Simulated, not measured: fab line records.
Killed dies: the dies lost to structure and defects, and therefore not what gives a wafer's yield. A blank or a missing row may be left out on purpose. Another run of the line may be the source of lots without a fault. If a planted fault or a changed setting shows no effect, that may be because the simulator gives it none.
Matching of chambers / flow nand-harc / 4 sister chambers for NHARC_A_SGD_CUT_ETCHBACK_24 on rie-diel-09
The step etches the open film in CH3F/O2, target depth 50 nm, time 92.857 s. 20 wafers are shown with their chamber, then 10 later ones without.

== WAFERS, EACH WITH ITS CHAMBER ==
wafer=L079.3; chamber=1; drypump-motor-current-A (A)=6.3; rf-vpp-V (V)=244.8; oes-product-au (a.u.)=0.93
wafer=L079.5; chamber=0; drypump-motor-current-A (A)=6.1; rf-vpp-V (V)=243.3; oes-product-au (a.u.)=0.93
wafer=L079.6; chamber=1; drypump-motor-current-A (A)=6.3; rf-vpp-V (V)=245.0; oes-product-au (a.u.)=0.93
wafer=L081.2; chamber=0; drypump-motor-current-A (A)=6.1; rf-vpp-V (V)=243.3; oes-product-au (a.u.)=0.97
wafer=L081.4; chamber=2; drypump-motor-current-A (A)=6.1; rf-vpp-V (V)=246.7; oes-product-au (a.u.)=0.99
wafer=L081.5; chamber=0; drypump-motor-current-A (A)=6.1; rf-vpp-V (V)=243.2; oes-product-au (a.u.)=0.98
wafer=L082.2; chamber=1; drypump-motor-current-A (A)=6.3; rf-vpp-V (V)=243.7; oes-product-au (a.u.)=0.93
wafer=L082.5; chamber=2; drypump-motor-current-A (A)=6.1; rf-vpp-V (V)=246.3; oes-product-au (a.u.)=0.92
wafer=L082.6; chamber=3; drypump-motor-current-A (A)=5.9; rf-vpp-V (V)=246.8; oes-product-au (a.u.)=0.93
wafer=L083.1; chamber=3; drypump-motor-current-A (A)=5.9; rf-vpp-V (V)=246.1; oes-product-au (a.u.)=1.00
wafer=L083.2; chamber=2; drypump-motor-current-A (A)=6.0; rf-vpp-V (V)=246.3; oes-product-au (a.u.)=0.99
wafer=L083.5; chamber=3; drypump-motor-current-A (A)=5.9; rf-vpp-V (V)=246.6; oes-product-au (a.u.)=0.99
wafer=L084.3; chamber=1; drypump-motor-current-A (A)=6.3; rf-vpp-V (V)=243.8; oes-product-au (a.u.)=0.94
wafer=L084.4; chamber=0; drypump-motor-current-A (A)=6.1; rf-vpp-V (V)=243.3; oes-product-au (a.u.)=0.90
wafer=L084.5; chamber=2; drypump-motor-current-A (A)=6.0; rf-vpp-V (V)=246.4; oes-product-au (a.u.)=0.92
wafer=L088.1; chamber=1; drypump-motor-current-A (A)=6.3; rf-vpp-V (V)=245.5; oes-product-au (a.u.)=0.96
wafer=L088.4; chamber=3; drypump-motor-current-A (A)=5.9; rf-vpp-V (V)=248.0; oes-product-au (a.u.)=0.97
wafer=L088.5; chamber=3; drypump-motor-current-A (A)=5.9; rf-vpp-V (V)=247.4; oes-product-au (a.u.)=0.97
wafer=L089.2; chamber=3; drypump-motor-current-A (A)=5.9; rf-vpp-V (V)=247.1; oes-product-au (a.u.)=1.00
wafer=L089.4; chamber=2; drypump-motor-current-A (A)=6.1; rf-vpp-V (V)=247.4; oes-product-au (a.u.)=0.99

SIGNATURES (means of the wafers above)
reading=drypump-motor-current-A; chamber 0=6.100; chamber 1=6.300; chamber 2=6.060; chamber 3=5.900; scatter within a chamber=0.0274
reading=rf-vpp-V; chamber 0=243.275; chamber 1=244.560; chamber 2=246.620; chamber 3=247.000; scatter within a chamber=0.587
reading=oes-product-au; chamber 0=0.9450; chamber 1=0.9380; chamber 2=0.9620; chamber 3=0.9767; scatter within a chamber=0.0298
Rule: for each reading, subtract the chamber's mean from the wafer's reading, divide by that reading's scatter and square the result; add these up over the readings and take the root, which gives the wafer's distance from the chamber. The wafer belongs to the nearest chamber; if the next one is less than 2 further off, it can't be placed. How the scatter is found: for the shown wafers, subtract from each reading the mean of its chamber, square and add these, divide the total by (wafers less chambers), then take the root.

== WAFERS WHOSE CHAMBER IS MISSING ==
wafer=L089.5; drypump-motor-current-A (A)=5.9; rf-vpp-V (V)=248.5; oes-product-au (a.u.)=1.00
wafer=L091.2; drypump-motor-current-A (A)=6.0; rf-vpp-V (V)=247.3; oes-product-au (a.u.)=0.99
wafer=L091.4; drypump-motor-current-A (A)=6.1; rf-vpp-V (V)=242.6; oes-product-au (a.u.)=0.99
wafer=L091.5; drypump-motor-current-A (A)=5.9; rf-vpp-V (V)=246.6; oes-product-au (a.u.)=0.99
wafer=L094.2; drypump-motor-current-A (A)=6.3; rf-vpp-V (V)=245.4; oes-product-au (a.u.)=1.01
wafer=L094.5; drypump-motor-current-A (A)=6.3; rf-vpp-V (V)=244.3; oes-product-au (a.u.)=1.01
wafer=L094.6; drypump-motor-current-A (A)=6.0; rf-vpp-V (V)=245.5; oes-product-au (a.u.)=0.99
wafer=L096.1; drypump-motor-current-A (A)=6.0; rf-vpp-V (V)=244.3; oes-product-au (a.u.)=0.98
wafer=L096.3; drypump-motor-current-A (A)=5.9; rf-vpp-V (V)=245.0; oes-product-au (a.u.)=0.98
wafer=L096.4; drypump-motor-current-A (A)=6.3; rf-vpp-V (V)=247.3; oes-product-au (a.u.)=0.99

== WHICH CHAMBER EACH ONE RAN IN ==
wafer=L089.5; from the rows above=3; in truth=3
wafer=L091.2; from the rows above=can't be placed: 2 or 3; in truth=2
wafer=L091.4; from the rows above=0; in truth=0
wafer=L091.5; from the rows above=3; in truth=3
wafer=L094.2; from the rows above=1; in truth=1
wafer=L094.5; from the rows above=1; in truth=1
wafer=L094.6; from the rows above=can't be placed: 2 or 3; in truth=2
wafer=L096.1; from the rows above=can't be placed: 0 or 2 or 3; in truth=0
wafer=L096.3; from the rows above=3; in truth=3
wafer=L096.4; from the rows above=1; in truth=1
Correctly placed: 7 of 10. Not placeable from these rows: 3 (in 3, the candidates include the true chamber). Wrongly placed: 0.
